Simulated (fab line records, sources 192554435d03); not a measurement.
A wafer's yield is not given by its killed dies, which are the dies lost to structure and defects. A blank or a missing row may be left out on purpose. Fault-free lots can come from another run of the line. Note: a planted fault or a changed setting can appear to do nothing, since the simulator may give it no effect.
fab line records	flow n5_finfet
record: lots: 4	wafers: 12	last_day: 18
route steps=1938 shown BEOL_M4@1099 BEOL_M5@1112 BEOL_M10@1506 PASSIVATION@1936
lots with no fault: from the same line, run without faults
start_h: the number of hours between the record's first day and the start of the first shown wafer of the lot	wait_h: time in hours since the lot's previous step	" as in the row above	L1.1+2: a single row standing in for several wafers	- either no value or no given start	* or withheld: withheld	< > ~ a bound
route shown NAME@n: a module of which the file shows steps, and the number in the route of the first	usual: mean/standard deviation taken from wafers without a fault	same: alike in all rows	chamber/n: place in a boat	sites: the reading at each site	_std_site: standard deviation of those values	_edge_site: outer sites' mean less inner sites'	radius_mm: for every site, how far away it sits from the centre of the wafer	mask NAME#n: copy n	behind: the last tool/chamber to shape the wafer	hold: why the lot was held/for how many hours/how that ended	device: which transistor (n, p or np) failed to switch	end of line: the same wafers' tests at the end of the route	where a step has no rows: the recipe by itself	killed: the dies lost at the first sort to structure and to defects; this is not the yield of the wafer	map: a wafer's dies, x killed, . not, _ none there
set.NAME: setting as actually run; set.NAME@STEP: the setting as run at that earlier step	model.NAME: the simulator's own value behind a step, which no gauge read
lots at some steps of the route; a table a step, a row a wafer
services: the hour from which a tool's chamber was out of use, counted from the record's first day as start_h (under 0 if before that day), plus the number of hours and why
== steps ==
step: N5_BEOL_M4_ANNEAL_95
recipe: temp_c: 400	time_s: 240	ambient: vacuum
step: N5_BEOL_M4_SPUTTER_96
recipe: material: Cu	target_thk_a: 45	temp_c: -20	chamber_pressure_pa: 0.07	power_w: withheld	time_s: 8.29
step: N5_BEOL_M4_ECD_50
recipe: material: Cu	target_thk_a: 3000
step: N5_BEOL_M4_ANNEAL_51
recipe: temp_c: 225	time_s: 90	ambient: N2
step: N5_BEOL_M4_CMP_52
recipe: stop_on: SiOC	t_overpolish_s: 6.8	down_force_psi: 1	platen_rpm: 50	clearing_platen_down_force_psi: 1.5	clearing_platen_rpm: 50	post_cmp_clean: cu_alkaline	target_thk_nm: 40	clearing_platen_pad_velocity_m_s: 0.99484	pad_velocity_m_s: 0.99484
step: N5_BEOL_M4_PRE_CLEAN_60
recipe: gas: NH3/H2	time_s: 15	temp_c: *	rf_power_w: 300
step: N5_BEOL_M4_CO_CAP_55
recipe: material: Co	target_thk_a: 20	temp_c: 200	precursor: CCTBA/H2	pressure_torr: 30	time_s: 102.1
step: N5_BEOL_M4_PRE_CLEAN_56
recipe: gas: NH3	time_s: 15	temp_c: withheld	rf_power_w: 300
step: N5_BEOL_M4_DEP_57
recipe: material: SiCN	target_thk_a: 80	temp_c: withheld	precursor: 3MS/NH3	pressure_torr: 3	rf_w: 202	time_s: 14
step: N5_BEOL_M4_RC_MEAS_101
usual: DIBL_N: 36.4/1.2	DIBL_P: 36.1/1.6	IOFF_N: 0.156/0.024	IOFF_P: 0.21/0.031	ION_N: 674/11	ION_P: 463/6.9	SS_N: 71.5/0.5	SS_P: 73.2/0.55	VT_N: 250.0/2.9	VT_P: -250/3.6
lot.wafer	tool	chamber	start_h	wait_h	DIBL_N[mV/V]	DIBL_P[mV/V]	IOFF_N[nA/um]	IOFF_P[nA/um]	ION_N[uA/um]	ION_P[uA/um]	SS_N[mV/dec]	SS_P[mV/dec]	VT_N[mV]	VT_P[mV]
L528.1	prober-02	0	202.91	0.0	36.8	37.1	0.146	0.19	666	459	71.8	72.4	252.4	-252
L528.2	"	0	"	"	37.5	37.3	0.156	0.20	656	456	71.6	73.0	249.8	-251
L528.6	"	0	"	"	37.1	36.8	0.149	0.20	664	458	71.0	72.0	250.7	-251
L529.1	prober-02	0	222.04	0.0	37.5	36.4	0.172	0.22	685	467	71.2	73.5	246.1	-250
L529.2	"	0	"	"	37.3	35.5	0.169	0.21	681	462	71.3	73.1	249.6	-248
L529.4	"	0	"	"	36.9	35.9	0.167	0.21	681	466	71.2	73.2	246.6	-248
L533.1	prober-01	0	242.03	0.0	36.0	34.4	0.116	0.14	655	451	71.2	72.0	258.6	-260
L533.3	"	0	"	"	37.5	36.7	0.142	0.18	670	449	71.9	73.2	250.9	-256
L533.6	"	0	"	"	36.0	35.3	0.120	0.16	666	448	71.5	72.6	255.5	-256
L542.2	prober-02	0	314.79	0.2	36.5	37.3	0.168	0.22	673	464	71.8	73.5	247.5	-250
L542.3	"	0	"	"	38.1	38.8	0.196	0.24	689	466	71.8	74.1	246.7	-246
L542.4	"	0	"	"	35.9	35.8	0.140	0.19	659	459	71.7	73.5	252.1	-250
step: N5_BEOL_M5_ILD_DEP_00
recipe: material: SiCOH_lowk	target_thk_a: 1406.4	temp_c: 300	precursor: DEMS/porogen	pressure_torr: 5	rf_w: 500	time_s: 25.9
step: N5_BEOL_M5_CURE_79
recipe: temp_c: 385	time_s: 240	ambient: He/Ar	material: SiCOH_lowk
step: N5_BEOL_M5_PECVD_70
recipe: material: SiO2	target_thk_a: 160	temp_c: 400	precursor: TEOS/O2	pressure_torr: 5.5	rf_w: 450	teos_flow_sccm: 53.8	gas: O2	flow_sccm: 3000	time_s: 18
step: N5_BEOL_M5_HM_DEP_02
recipe: material: TiN	target_thk_a: 200	temp_c: 25	chamber_pressure_pa: 0.49996
step: N5_BEOL_M5_COAT_59
recipe: resist: SOC	temp_c: 250	time_s: 60	spin_rpm: 1500	resist_thk_nm: 60
step: N5_BEOL_M5_COAT_60
recipe: resist: SiARC	temp_c: 220	time_s: 60	spin_rpm: 1500	resist_thk_nm: 12
step: N5_BEOL_M5_COAT_71
recipe: resist: underlayer	temp_c: 205	time_s: 60	spin_rpm: 1500	resist_thk_nm: 5
step: N5_BEOL_M5_COAT_05
recipe: resist: CAR-EUV	spin_rpm: 1500	resist_thk_nm: 30
step: N5_BEOL_M5_EBR_07
recipe: solvent: PGMEA	ebr_width_mm: 1.5
step: N5_BEOL_M5_SOFTBAKE_06
recipe: temp_c: 110	time_s: 60	resist: CAR-EUV
step: N5_BEOL_M5_EXPOSE_08
recipe: mask_id: M5	na: 0.33	source_shape: annular	sigma_inner: 0.4	sigma_outer: 0.8	polarization: unpolarized	target_cd_nm: 28	dose_mj: 35.75
step: N5_BEOL_M5_PEB_09
recipe: peb_temp_c: 100	peb_time_s: 60	resist: CAR-EUV
step: N5_BEOL_M5_DEVELOP_10
recipe: develop_time_s: 30	developer: TMAH	resist: CAR-EUV	rinse_liquid: surfactant_rinse	dry: air_spin	dev_temp_c: 23
step: N5_BEOL_M5_DESCUM_16
recipe: chemistry: O2	time_s: 7	source_power_w: 50	bias_power_w: 20	pressure_mtorr: 20	rf_frequency_hz: 2.712e+07	temp_c: 40	resist: CAR-EUV	o2_flow_sccm: 225
step: N5_BEOL_M5_ETCH_72
recipe: chemistry: N2/H2	target: underlayer	target_depth_a: 65	mask_material: CAR-EUV	time_s: 5.2	ion_energy_ev: 200	pressure_mtorr: 30	source_w: 840	bias_w: 150	n2_flow_sccm: 200	h2_flow_sccm: 200	ends: cleared
step: N5_BEOL_M5_ETCH_61
recipe: chemistry: CF4	target: SiARC	target_depth_a: 156	mask_material: CAR-EUV	time_s: 26	ion_energy_ev: 80	pressure_mtorr: 40	source_w: 545	bias_w: 36	Ar_flow_sccm: 100	cf4_flow_sccm: 100	ends: cleared
step: N5_BEOL_M5_ETCH_62
recipe: chemistry: N2/H2	target: SOC	target_depth_a: 750	overetch_a: 150	mask_material: SiARC	temp_c: 40	time_s: 112.5	ion_energy_ev: 200	pressure_mtorr: 30	source_w: 840	bias_w: 150	n2_flow_sccm: 200	h2_flow_sccm: 200
step: N5_BEOL_M5_STRIP_63
recipe: chemistry: N2/H2	temp_c: 40	n2_flow_sccm: 200	h2_flow_sccm: 200	rf_frequency_hz: 6e+07
step: N5_BEOL_M5_STRIP_73
recipe: chemistry: N2/H2	temp_c: 40	n2_flow_sccm: 200	h2_flow_sccm: 200	rf_frequency_hz: 6e+07
step: N5_BEOL_M5_STRIP_64
recipe: chemistry: CF4	resist: SiARC	power_w: 300	bias_power_w: 75	pressure_mtorr: 50	cf4_flow_sccm: 150	rf_frequency_hz: 6e+07
step: N5_BEOL_M5_HM_OPEN_17
recipe: chemistry: Cl2/BCl3	target_depth_a: 200	overetch_a: 60	target: TiN	mask_material: SOC	ion_energy_ev: 150	pressure_mtorr: 10	icp_w: 1000	bias_w: 126	Cl2_flow_sccm: 53.25	bcl3_flow_sccm: 21.75	Ar_flow_sccm: 25
step: N5_BEOL_M5_STRIP_19
recipe: chemistry: O2	power_w: 400	temp_c: 40	pressure_mtorr: 30	rf_frequency_hz: 6e+07	bias_power_w: 0	overash_fraction: 0.2	o2_flow_sccm: 225
step: N5_BEOL_M5_COAT_65
recipe: resist: SOC	temp_c: 250	time_s: 60	spin_rpm: 1500	resist_thk_nm: 60
step: N5_BEOL_M5_COAT_66
recipe: resist: SiARC	temp_c: 220	time_s: 60	spin_rpm: 1500	resist_thk_nm: 12
step: N5_BEOL_M10_ETCH_65
recipe: chemistry: CF4	target: SiARC	target_depth_a: 390	mask_material: CAR-ArF	time_s: 65	ion_energy_ev: 80	pressure_mtorr: 40	source_w: 545	bias_w: 36	Ar_flow_sccm: 100	cf4_flow_sccm: 100	ends: cleared
usual: bias_w: 36.00/0.11	cf4_flow_sccm: 100.0/0.32	drypump_motor_current_A: 5.8/0.41	etch_rf_on_time_s: 64.6/0.78	mfc_ar_sccm: 100.0/0.31	oes_product_au: 0.69/0.068	rf_vpp_V: 184.3/1.2	showerhead_plenum_p_Torr: 2.15/0.065	throttle_valve_pct: 15.41/0.22
lot.wafer	tool	chamber	start_h	wait_h	bias_w	cf4_flow_sccm	drypump_motor_current_A	etch_rf_on_time_s	mfc_ar_sccm	oes_product_au	rf_hours_counter_h	rf_vpp_V	showerhead_plenum_p_Torr	throttle_valve_pct	model.CAR-ArF_of_BEOL_M10_COAT_22.thk_nm
L528.1	rie_diel-01	0	248.35	0.0	-	-	-	-	-	-	-	-	-	-	83.8
L528.2	"	1	"	"	-	-	-	-	-	-	-	-	-	-	83.4
L528.6	"	2	"	"	-	-	-	-	-	-	-	-	-	-	83.4
L529.1	rie_diel-02	2	272.20	0.0	-	-	-	-	-	-	-	-	-	-	83.6
L529.2	"	1	"	"	-	-	-	-	-	-	-	-	-	-	84
L529.4	"	3	"	"	-	-	-	-	-	-	-	-	-	-	83.8
L533.1	rie_diel-01	0	286.86	0.0	35.98	100.0	6.2	63.6	100.5	0.75	43	183.6	2.17	15.10	54.8
L533.3	"	1	"	"	36.04	99.2	5.9	63.7	100.1	0.71	73	183.6	2.08	15.43	54.8
L533.6	"	0	"	"	35.97	99.8	6.2	64.5	100.0	0.75	-	183.2	2.17	15.10	55
L542.2	rie_diel-02	3	368.44	0.0	35.91	99.8	5.8	65.5	99.9	0.63	161	183.4	2.14	15.73	55.8
L542.3	"	2	"	"	35.99	99.4	5.6	64.4	99.9	0.71	82	184.4	2.17	15.87	55.6
L542.4	"	0	"	"	36.15	100.0	5.5	64.4	99.8	0.63	173	182.3	2.13	15.33	56
step: N5_BEOL_M10_ETCH_66
recipe: chemistry: N2/H2	target: SOC	target_depth_a: 1200	overetch_a: 240	mask_material: SiARC	temp_c: 40	time_s: 180	ion_energy_ev: 200	pressure_mtorr: 30	source_w: 840	bias_w: 150	n2_flow_sccm: 200	h2_flow_sccm: 200
usual: bias_w: 150.0/0.48	chamber_pressure_mTorr: 29.997/0.029	drypump_motor_current_A: 5.8/0.41	oes_product_au: 0.66/0.063	rf_vpp_V: 524.3/2.2	showerhead_plenum_p_Torr: 2.56/0.081	throttle_valve_pct: 17.63/0.2
lot.wafer	tool	chamber	start_h	wait_h	bias_w	chamber_pressure_mTorr	drypump_motor_current_A	oes_product_au	rf_hours_counter_h	rf_vpp_V	showerhead_plenum_p_Torr	throttle_valve_pct
L528.1	rie_diel-01	0	248.40	0.0	150.8	29.994	6.3	0.34	29	526.1	2.60	17.23
L528.2	"	1	"	"	151.1	30.013	5.9	0.32	59	522.2	2.47	17.65
L528.6	"	2	"	"	149.6	29.983	5.6	0.27	-	523.2	2.52	17.58
L529.1	rie_diel-02	2	272.25	0.0	148.8	29.995	5.6	0.33	48	524.2	2.58	17.89
L529.2	"	1	"	"	149.7	30.067	4.8	0.37	1	528.3	2.72	17.42
L529.4	"	3	"	"	149.8	30.030	5.9	0.28	127	523.7	2.55	17.79
L533.1	rie_diel-01	0	286.91	0.0	149.6	29.968	6.2	0.70	43	526.1	2.59	17.30
L533.3	"	1	"	"	149.7	29.979	5.9	0.66	73	522.6	2.47	17.71
L533.6	"	0	"	"	150.1	30.007	6.2	0.70	-	525.1	2.59	17.30
L542.2	rie_diel-02	3	368.49	0.0	149.3	30.029	5.9	0.60	161	523.9	2.54	17.91
L542.3	"	2	"	"	150.2	29.990	5.6	0.67	82	524.1	2.57	18.01
L542.4	"	0	"	"	150.3	30.013	5.5	0.59	173	524.1	2.53	17.59
step: N5_PASSIVATION_PROBE_49
usual: defect_limited_yield: 91.4/1.5	killed_at_M0_to_M3: 31/11	killed_at_M4_up: 13/5.5	killed_at_contacts: 13/6.3	killed_at_front_end: 40/13	killed_at_other: 3.3/2.6	killed_dies: 101/18	killed_on_rim: 13/4	killed_open: 67/13	killed_short: 33/7.9	sort_bin_5_function: 5.1/1	sort_bin_6_memory: 3.2/0.68	sort_n_pass: 1079/18	sort_yield_pct: 91.4/1.5
same: gross_dies: 1180	killed_at_back_side: 0	sort_bin_4_leakage[%]: 0	sort_bin_8_speed[%]: 0
lot.wafer	tool	chamber	start_h	wait_h	defect_limited_yield[%]	killed_at_M0_to_M3	killed_at_M4_up	killed_at_contacts	killed_at_front_end	killed_at_other	killed_dies	killed_on_rim	killed_open	killed_short	sort_bin_5_function[%]	sort_bin_6_memory[%]	sort_n_pass	sort_yield_pct[%]
L528.1	prober-02	-	297.76	0.0	0	32	1099	10	37	2	1180	152	64	28	96.5	3.3	0	0
L528.2	prober-02	-	297.81	0.1	0	29	1099	9	41	2	1180	152	69	29	96.3	3.4	0	0
L528.6	prober-02	-	298.01	0.3	0	23	1116	11	30	0	1180	152	52	26	97.1	2.7	0	0
L529.1	prober-02	-	323.61	0.1	0	35	1088	21	35	1	1180	152	73	28	95.9	3.9	0	0
L529.2	prober-02	-	323.66	0.1	0	18	1115	18	27	2	1180	152	48	22	97.8	2.0	0	0
L529.4	prober-02	-	323.76	0.2	0	26	1111	14	29	0	1180	152	56	21	97.5	2.4	0	0
L533.1	prober-01	-	337.82	0.0	93.0	29	13	8	32	1	83	5	58	24	5.0	1.8	1097	93.0
L533.3	prober-01	-	337.92	0.1	92.1	28	16	13	35	1	93	9	61	32	4.6	3.1	1087	92.1
L533.6	prober-01	-	338.07	0.3	91.2	37	17	18	31	1	104	17	73	29	5.8	3.0	1076	91.2
killed by level:class
L528.1 BEOL_M10:area_etch=1088 STI_FIN_REVEAL:geometric_particle:open=10 BEOL_M3:geometric_particle:open=9 MOL_CONTACT_COAG:geometric_particle:open=7 BEOL_M1:geometric_particle:open=6 STARTING-WAFER:geometric_particle:short=6 FIN_SAQP:geometric_particle:open=5 FIN_SAQP:geometric_particle:short=5
L528.2 BEOL_M10:area_etch=1081 STI_FIN_REVEAL:geometric_particle:open=10 FIN_SAQP:geometric_particle:open=8 BEOL_M4:geometric_particle:open=7 BEOL_M3:geometric_particle:open=6 BEOL_M4:geometric_particle:short=6 DUMMY_GATE:geometric_particle:open=5 MOL_CONTACT_COAG:geometric_particle:open=5
L528.6 BEOL_M10:area_etch=1102 FIN_SAQP:geometric_particle:short=9 MOL_CONTACT_COAG:geometric_particle:open=9 BEOL_M2:geometric_particle:open=7 FIN_SAQP:geometric_particle:open=6 BEOL_M4:geometric_particle:open=5 STI_FIN_REVEAL:geometric_particle:open=4 BEOL_M0_SAQP:geometric_particle:open=4
L529.1 BEOL_M10:area_etch=1079 MOL_CONTACT_COAG:geometric_particle:open=17 BEOL_M0_SAQP:geometric_particle:open=12 STI_FIN_REVEAL:geometric_particle:open=10 BEOL_M0_SAQP:geometric_particle:short=8 BEOL_M2:geometric_particle:open=7 GATE_CUT:geometric_particle:open=5 DUMMY_GATE:geometric_particle:open=4
L529.2 BEOL_M10:area_etch=1110 MOL_CONTACT_COAG:geometric_particle:open=15 STI_FIN_REVEAL:geometric_particle:open=8 FIN_SAQP:geometric_particle:short=7 BEOL_M2:geometric_particle:open=5 FIN_SAQP:geometric_particle:open=3 BEOL_M0_SAQP:geometric_particle:open=3 MOL_CONTACT_COAG:geometric_particle:short=3
L529.4 BEOL_M10:area_etch=1103 MOL_CONTACT_COAG:geometric_particle:open=11 STI_FIN_REVEAL:geometric_particle:open=9 BEOL_M2:geometric_particle:open=7 BEOL_M3:geometric_particle:open=6 BEOL_M1:geometric_particle:open=6 FIN_SAQP:geometric_particle:short=4 FIN_SAQP:geometric_particle:open=3
L533.1 FIN_SAQP:geometric_particle:open=14 BEOL_M0_SAQP:geometric_particle:short=9 BEOL_M1:geometric_particle:open=7 MOL_CONTACT_COAG:geometric_particle:open=7 BEOL_M4:geometric_particle:open=7 BEOL_M0_SAQP:geometric_particle:open=6 FIN_SAQP:geometric_particle:short=5 BEOL_M2:geometric_particle:open=5
L533.3 BEOL_M2:geometric_particle:open=15 FIN_SAQP:geometric_particle:short=14 MOL_CONTACT_COAG:geometric_particle:open=12 BEOL_M6:geometric_particle:open=6 FIN_SAQP:geometric_particle:open=4 BEOL_M3:geometric_particle:open=4 ILD0:geometric_particle:open=3 BEOL_M3:geometric_particle:short=3
L533.6 MOL_CONTACT_COAG:geometric_particle:open=12 FIN_SAQP:geometric_particle:open=10 BEOL_M3:geometric_particle:open=9 BEOL_M2:geometric_particle:open=7 FIN_SAQP:geometric_particle:short=6 MOL_CONTACT_COAG:geometric_particle:short=6 BEOL_M5:geometric_particle:open=6 BEOL_M0_SAQP:geometric_particle:open=5
map L528.1 (x killed, . not)
_________________xxxxxxxxxxxx________________
______________xxxxxxxxxxxxxxxxxx_____________
___________xxxxxxxxxxxxxxxxxxxxxxxx__________
__________xxxxxxxxxxxxxxxxxxxxxxxxxx_________
________xxxxxxxxxxxxxxxxxxxxxxxxxxxxxx_______
_______xxxxxxxxxxxxxxxxxxxxxxxxxxxxxxxx______
______xxxxxxxxxxxxxxxxxxxxxxxxxxxxxxxxxx_____
_____xxxxxxxxxxxxxxxxxxxxxxxxxxxxxxxxxxxx____
____xxxxxxxxxxxxxxxxxxxxxxxxxxxxxxxxxxxxxx___
___xxxxxxxxxxxxxxxxxxxxxxxxxxxxxxxxxxxxxxxx__
___xxxxxxxxxxxxxxxxxxxxxxxxxxxxxxxxxxxxxxxx__
__xxxxxxxxxxxxxxxxxxxxxxxxxxxxxxxxxxxxxxxxxx_
__xxxxxxxxxxxxxxxxxxxxxxxxxxxxxxxxxxxxxxxxxx_
_xxxxxxxxxxxxxxxxxxxxxxxxxxxxxxxxxxxxxxxxxxxx
_xxxxxxxxxxxxxxxxxxxxxxxxxxxxxxxxxxxxxxxxxxxx
_xxxxxxxxxxxxxxxxxxxxxxxxxxxxxxxxxxxxxxxxxxxx
_xxxxxxxxxxxxxxxxxxxxxxxxxxxxxxxxxxxxxxxxxxxx
_xxxxxxxxxxxxxxxxxxxxxxxxxxxxxxxxxxxxxxxxxxxx
_xxxxxxxxxxxxxxxxxxxxxxxxxxxxxxxxxxxxxxxxxxxx
_xxxxxxxxxxxxxxxxxxxxxxxxxxxxxxxxxxxxxxxxxxxx
_xxxxxxxxxxxxxxxxxxxxxxxxxxxxxxxxxxxxxxxxxxxx
__xxxxxxxxxxxxxxxxxxxxxxxxxxxxxxxxxxxxxxxxxx_
__xxxxxxxxxxxxxxxxxxxxxxxxxxxxxxxxxxxxxxxxxx_
___xxxxxxxxxxxxxxxxxxxxxxxxxxxxxxxxxxxxxxxx__
___xxxxxxxxxxxxxxxxxxxxxxxxxxxxxxxxxxxxxxxx__
____xxxxxxxxxxxxxxxxxxxxxxxxxxxxxxxxxxxxxx___
_____xxxxxxxxxxxxxxxxxxxxxxxxxxxxxxxxxxxx____
______xxxxxxxxxxxxxxxxxxxxxxxxxxxxxxxxxx_____
_______xxxxxxxxxxxxxxxxxxxxxxxxxxxxxxxx______
________xxxxxxxxxxxxxxxxxxxxxxxxxxxxxx_______
__________xxxxxxxxxxxxxxxxxxxxxxxxxx_________
___________xxxxxxxxxxxxxxxxxxxxxxxx__________
______________xxxxxxxxxxxxxxxxxx_____________
_________________xxxxxxxxxxxx________________
map L529.1 (x killed, . not)
_________________xxxxxxxxxxxx________________
______________xxxxxxxxxxxxxxxxxx_____________
___________xxxxxxxxxxxxxxxxxxxxxxxx__________
__________xxxxxxxxxxxxxxxxxxxxxxxxxx_________
________xxxxxxxxxxxxxxxxxxxxxxxxxxxxxx_______
_______xxxxxxxxxxxxxxxxxxxxxxxxxxxxxxxx______
______xxxxxxxxxxxxxxxxxxxxxxxxxxxxxxxxxx_____
_____xxxxxxxxxxxxxxxxxxxxxxxxxxxxxxxxxxxx____
____xxxxxxxxxxxxxxxxxxxxxxxxxxxxxxxxxxxxxx___
___xxxxxxxxxxxxxxxxxxxxxxxxxxxxxxxxxxxxxxxx__
___xxxxxxxxxxxxxxxxxxxxxxxxxxxxxxxxxxxxxxxx__
__xxxxxxxxxxxxxxxxxxxxxxxxxxxxxxxxxxxxxxxxxx_
__xxxxxxxxxxxxxxxxxxxxxxxxxxxxxxxxxxxxxxxxxx_
_xxxxxxxxxxxxxxxxxxxxxxxxxxxxxxxxxxxxxxxxxxxx
_xxxxxxxxxxxxxxxxxxxxxxxxxxxxxxxxxxxxxxxxxxxx
_xxxxxxxxxxxxxxxxxxxxxxxxxxxxxxxxxxxxxxxxxxxx
_xxxxxxxxxxxxxxxxxxxxxxxxxxxxxxxxxxxxxxxxxxxx
_xxxxxxxxxxxxxxxxxxxxxxxxxxxxxxxxxxxxxxxxxxxx
_xxxxxxxxxxxxxxxxxxxxxxxxxxxxxxxxxxxxxxxxxxxx
_xxxxxxxxxxxxxxxxxxxxxxxxxxxxxxxxxxxxxxxxxxxx
_xxxxxxxxxxxxxxxxxxxxxxxxxxxxxxxxxxxxxxxxxxxx
__xxxxxxxxxxxxxxxxxxxxxxxxxxxxxxxxxxxxxxxxxx_
__xxxxxxxxxxxxxxxxxxxxxxxxxxxxxxxxxxxxxxxxxx_
___xxxxxxxxxxxxxxxxxxxxxxxxxxxxxxxxxxxxxxxx__
___xxxxxxxxxxxxxxxxxxxxxxxxxxxxxxxxxxxxxxxx__
____xxxxxxxxxxxxxxxxxxxxxxxxxxxxxxxxxxxxxx___
_____xxxxxxxxxxxxxxxxxxxxxxxxxxxxxxxxxxxx____
______xxxxxxxxxxxxxxxxxxxxxxxxxxxxxxxxxx_____
_______xxxxxxxxxxxxxxxxxxxxxxxxxxxxxxxx______
________xxxxxxxxxxxxxxxxxxxxxxxxxxxxxx_______
__________xxxxxxxxxxxxxxxxxxxxxxxxxx_________
___________xxxxxxxxxxxxxxxxxxxxxxxx__________
______________xxxxxxxxxxxxxxxxxx_____________
_________________xxxxxxxxxxxx________________
== services ==
tool	chamber	start_h	hours	kind
rie_diel-01	3	225.93	4.2	repair
rie_diel-02	1	238.88	-	clean
rie_diel-02	1	238.88	-	consumable_replace:focus_ring
rie_diel-02	1	238.88	-	consumable_replace:showerhead
rie_diel-02	1	238.88	29.3	scheduled_down
rie_diel-02	1	238.88	29.3	vent_cycle
rie_diel-01	-	326.39	2.8	pm
rie_diel-02	1	347.22	1.7	repair
rie_diel-01	2	360.58	11.6	repair
== key ==
first_sign: step: N5_BEOL_M10_ETCH_65	reading: tool_record	direction: missing
effect: step: N5_BEOL_M10_ETCH_66	reading: oes_product_au	direction: down	sigmas: 5.4	usual: 0.66	struck: 0.32
effect: step: N5_PASSIVATION_PROBE_49	reading: killed_at_M4_up	direction: up	sigmas: 99+	usual: 13	struck: 1105
model_effect: step: N5_BEOL_M10_ETCH_65	value: CAR-ArF_of_BEOL_M10_COAT_22.thk_nm	without: 55.67	struck: 83.67
more_kills_born_at: N5_BEOL_M10_ETCH_65@rie_diel-02: 3292	N5_BEOL_M10_ETCH_65@rie_diel-01: 3271
met_at N5_BEOL_M10_ETCH_65
struck_wafers L528.1,L528.2,L528.6,L529.1,L529.2,L529.4
later_rows_left_out L528.1,L528.2,L528.6,L529.1,L529.2,L529.4
fault: kind: skipped_step_whole	tool: rie_diel-01,rie_diel-02	chamber: -	onset_h: 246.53	steps: N5_BEOL_M10_ETCH_65	scope: struck_lots_only
later_rows_left_out: the simulator's readings of these wafers behind a module that went badly wrong aren't trusted and aren't shown, but for the sort
